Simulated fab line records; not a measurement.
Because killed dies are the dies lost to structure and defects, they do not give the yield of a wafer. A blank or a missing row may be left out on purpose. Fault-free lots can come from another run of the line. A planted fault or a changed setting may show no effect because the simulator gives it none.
Lot-split experiment ; flow n5_finfet ; 7 lots, 39 wafers read, on a route of 1938 steps

== ON THE SPLIT ==
At N5_MOL_CONTACT_COAG_DESCUM_45 (chemistry O2, time 7 s), the setting time_s was moved away from the recipe's 7 s on 15 of the 39 wafers read, by -53.0% to +57.7%. This setting was run at the recipe's value on the other wafers.

== FROM SPLIT TO READING: 1 step shown by the file between the two ==
- N5_MOL_CONTACT_COAG_ETCH_65: etches underlayer in N2/H2, target depth 13 nm, time 10.4 s

== THE READING ==
CAR-EUV_of_MOL_CONTACT_COAG_COAT_34.thk_nm (the simulator's own value, which no gauge read), in nm, at N5_MOL_CONTACT_COAG_ETCH_66 (etches SiARC in CF4, target depth 13 nm, time 21.7 s). The file gives no usual value for it. The 24 wafers here that ran the recipe average 16.9 nm, standard deviation 0.16 nm.

wafer;tool, chamber at the split;time_s as run, s;against the recipe;CAR-EUV_of_MOL_CONTACT_COAG_COAT_34.thk_nm, nm;against lot-mates on the recipe
L075.1;rie_diel-05, 1;10.72;+53.1%;14.8;-2.0
L075.2;rie_diel-05, 2,0,1;7;recipe;17;-
L075.3;rie_diel-05, 3,2;10.72;+53.1%;15.2;-1.6
L075.6;rie_diel-05, 3,2;10.72;+53.1%;15.2;-1.6
L075.4;rie_diel-05, 2,0,1;7;recipe;16.8;-
L075.5;rie_diel-05, 2,0,1;7;recipe;16.6;-
L080.2;rie_diel-05, 2,2,3;7;recipe;17;-
L080.6;rie_diel-05, 2,2,3;7;recipe;17;-
L080.5;rie_diel-05, 2,2,3;7;recipe;17.2;-
L084.1;rie_diel-02, 3,2;3.293;-53.0%;18.6;+1.8
L084.5;rie_diel-02, 0;3.293;-53.0%;18.6;+1.8
L084.2;rie_diel-02, 1;7;recipe;17;-
L084.3;rie_diel-02, 0,3;7;recipe;16.8;-
L084.4;rie_diel-02, 3,2;3.293;-53.0%;18.8;+2.0
L084.6;rie_diel-02, 0,3;7;recipe;16.6;-
L089.1;rie_diel-02, 3,0;7;recipe;16.8;-
L089.4;rie_diel-02, 0;7;recipe;16.8;-
L089.2;rie_diel-02, 1,2;11.04;+57.7%;15;-1.9
L089.5;rie_diel-02, 1;11.04;+57.7%;15;-1.9
L089.3;rie_diel-02, 1,2;11.04;+57.7%;15.2;-1.7
L089.6;rie_diel-02, 3,0;7;recipe;17;-
L090.1;rie_diel-05, 0,1,2,0;7;recipe;16.8;-
L090.2;rie_diel-05, 2,1;7;recipe;16.8;-
L090.3;rie_diel-05, 0,1,2,0;7;recipe;16.8;-
L090.6;rie_diel-05, 0,1,2,0;7;recipe;16.8;-
L090.4;rie_diel-05, 2,1;7;recipe;16.6;-
L090.5;rie_diel-05, 0,1,2,0;7;recipe;17;-
L092.1;rie_diel-05, 0;4.399;-37.2%;18;+1.1
L092.2;rie_diel-05, 1,0;7;recipe;16.8;-
L092.6;rie_diel-05, 1;7;recipe;16.8;-
L092.3;rie_diel-05, 2;4.399;-37.2%;18.2;+1.3
L092.4;rie_diel-05, 2;4.399;-37.2%;18.4;+1.5
L092.5;rie_diel-05, 1,0;7;recipe;17;-
L096.1;rie_diel-06, 0,3,0;7;recipe;17;-
L096.6;rie_diel-06, 0,3,0;7;recipe;17;-
L096.2;rie_diel-06, 2;5.419;-22.6%;17.6;+0.5
L096.4;rie_diel-06, 2;5.419;-22.6%;17.6;+0.5
L096.3;rie_diel-06, 3;5.419;-22.6%;18;+0.9
L096.5;rie_diel-06, 0,3,0;7;recipe;17.2;-
Rows listing several chambers each stand for several wafers; the file does not say which wafer went through which chamber.

FIT RESULTS
A straight line over all 39 wafers: CAR-EUV_of_MOL_CONTACT_COAG_COAT_34.thk_nm changes by -0.0335 nm for each +1% of time_s; r = -0.99; the points scatter about the line by 0.17 nm.
The same after taking each lot's own level away (the mean of its wafers on the recipe; 39 wafers): -0.0331 nm for each +1%; r = -0.99; scatter 0.15 nm.
On that fit, the largest move of time_s shifts the reading by 1.9 nm.
Measured against the standard deviation above, the lots' own levels, which go from 16.80 to 17.07 nm, span 1.6 times it.
So the lot-to-lot level changes the slope little: the two slopes agree.
Check: for one of the wafers moved furthest among these (+57.7%), held out of the fit, the line's prediction against its lot-mates is -1.89 nm. It came out at -1.87 nm against them.

== OTHER SPLITS ON THESE WAFERS ==
Before the reading, these wafers also passed through other splits. Each is held against what the fit with the lots' levels taken away leaves over:
other split on the same wafers;wafers away from the commonest value;r with CAR-EUV_of_MOL_CONTACT_COAG_COAT_34.thk_nm (lot level and that fit taken away)
N5_ZERO_LAYER_DEVELOP_10 develop_time_s;9;+0.00
N5_FIN_SAQP_PECVD_06 time_s;15;-0.21
N5_SD_EPI_N_EPI_21 epi_growth_time_s;15;-0.41

== THE WHOLE CHAIN: every reading that the file lists as answering this split, in the file's order ==
step;what it does;reading;change (the file's fit);r (the file's)
N5_MOL_CONTACT_COAG_DESCUM_45;chemistry O2, time 7 s;CAR-EUV_of_MOL_CONTACT_COAG_COAT_34.thk_nm (the simulator's own value, which no gauge read);-0.0344 nm for each +1% of the setting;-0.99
N5_MOL_CONTACT_COAG_ETCH_65;etches underlayer in N2/H2, target depth 13 nm, time 10.4 s;CAR-EUV_of_MOL_CONTACT_COAG_COAT_34.thk_nm (the simulator's own value, which no gauge read);-0.0349 nm for each +1% of the setting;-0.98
N5_MOL_CONTACT_COAG_ETCH_66;etches SiARC in CF4, target depth 13 nm, time 21.7 s;CAR-EUV_of_MOL_CONTACT_COAG_COAT_34.thk_nm (the simulator's own value, which no gauge read);-0.0331 nm for each +1% of the setting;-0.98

== THE FILE'S OWN FIT ==
CAR-EUV_of_MOL_CONTACT_COAG_COAT_34.thk_nm changes by -0.0331 nm for each +1% of time_s, r = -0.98.
